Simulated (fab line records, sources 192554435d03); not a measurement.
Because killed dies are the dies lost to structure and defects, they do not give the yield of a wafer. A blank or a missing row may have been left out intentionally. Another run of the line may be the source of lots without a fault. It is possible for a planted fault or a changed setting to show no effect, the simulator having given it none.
Matching of chambers + flow n5 finfet + rie diel-01 running N5_BEOL_M1_ETCH_63: 4 sister chambers
The step etches SiARC in CF4, target depth 15.6 nm, time 26 s. 16 wafers are shown with their chamber, then 8 later ones without.

## WAFERS PAIRED WITH THEIR CHAMBERS
| wafer  | chamber | drypump motor current A (A) | showerhead plenum p Torr (Torr) | etch rf on time s (s) |
|--------|---------|-----------------------------|---------------------------------|-----------------------|
| L074.3 | 1       | 6.1                         | 2.11                            | 26.9                  |
| L074.4 | 0       | 6.2                         | 2.19                            | 27.1                  |
| L074.6 | 0       | 6.2                         | 2.20                            | 27.2                  |
| L076.2 | 1       | 6.0                         | 2.11                            | 26.8                  |
| L076.3 | 2       | 6.0                         | 2.22                            | 25.7                  |
| L076.4 | 3       | 5.9                         | 2.14                            | 27.2                  |
| L081.2 | 1       | 6.1                         | 2.11                            | 26.9                  |
| L081.3 | 3       | 5.9                         | 2.14                            | 27.4                  |
| L081.5 | 1       | 6.1                         | 2.11                            | 26.5                  |
| L086.2 | 1       | 6.0                         | 2.11                            | 26.9                  |
| L086.5 | 3       | 5.9                         | 2.14                            | 27.4                  |
| L086.6 | 0       | 6.2                         | 2.19                            | 26.2                  |
| L091.1 | 1       | 6.1                         | 2.10                            | 26.2                  |
| L091.2 | 3       | 5.9                         | 2.13                            | 26.9                  |
| L091.4 | 0       | 6.2                         | 2.19                            | 25.9                  |
| L094.2 | 2       | 6.0                         | 2.20                            | 25.7                  |

SIGNATURES, as means of the wafers listed above
| reading                  | chamber 0 | chamber 1 | chamber 2 | chamber 3 | scatter within a chamber |
|--------------------------|-----------|-----------|-----------|-----------|--------------------------|
| drypump motor current A  | 6.200     | 6.067     | 6.000     | 5.900     | 0.0333                   |
| showerhead plenum p Torr | 2.1925    | 2.1083    | 2.2100    | 2.1375    | 0.00601                  |
| etch rf on time s        | 26.600    | 26.700    | 25.700    | 27.225    | 0.392                    |
Rule: a wafer lies at a distance from a chamber equal to the root of the sum of squares, over the readings, of (its reading less the chamber's mean, divided by the reading's scatter). The wafer belongs to the nearest chamber; if the next one is less than 2 further off, it can't be placed. The scatter: the root of (the sum of the squares of (reading less its chamber's mean) over the shown wafers, divided by (wafers less chambers)).

## WAFERS WITH NO CHAMBER GIVEN
| wafer  | drypump motor current A (A) | showerhead plenum p Torr (Torr) | etch rf on time s (s) |
|--------|-----------------------------|---------------------------------|-----------------------|
| L094.3 | 6.1                         | 2.10                            | 26.6                  |
| L094.5 | 6.0                         | 2.20                            | 25.6                  |
| L095.1 | 6.0                         | 2.20                            | 25.6                  |
| L095.2 | 6.1                         | 2.10                            | 26.9                  |
| L095.4 | 6.0                         | 2.20                            | 25.7                  |
| L096.4 | 6.2                         | 2.18                            | 25.9                  |
| L096.5 | 6.1                         | 2.10                            | 26.6                  |
| L096.6 | 6.0                         | 2.20                            | 25.3                  |

## THE CHAMBER EACH PASSED THROUGH
| wafer  | from the rows above | in truth |
|--------|---------------------|----------|
| L094.3 | 1                   | 1        |
| L094.5 | 2                   | 2        |
| L095.1 | 2                   | 2        |
| L095.2 | 1                   | 1        |
| L095.4 | 2                   | 2        |
| L096.4 | 0                   | 0        |
| L096.5 | 1                   | 1        |
| L096.6 | 2                   | 2        |
Correct placement for 8 of the 8. From these rows, 0 cannot be placed. Number placed wrongly: 0.
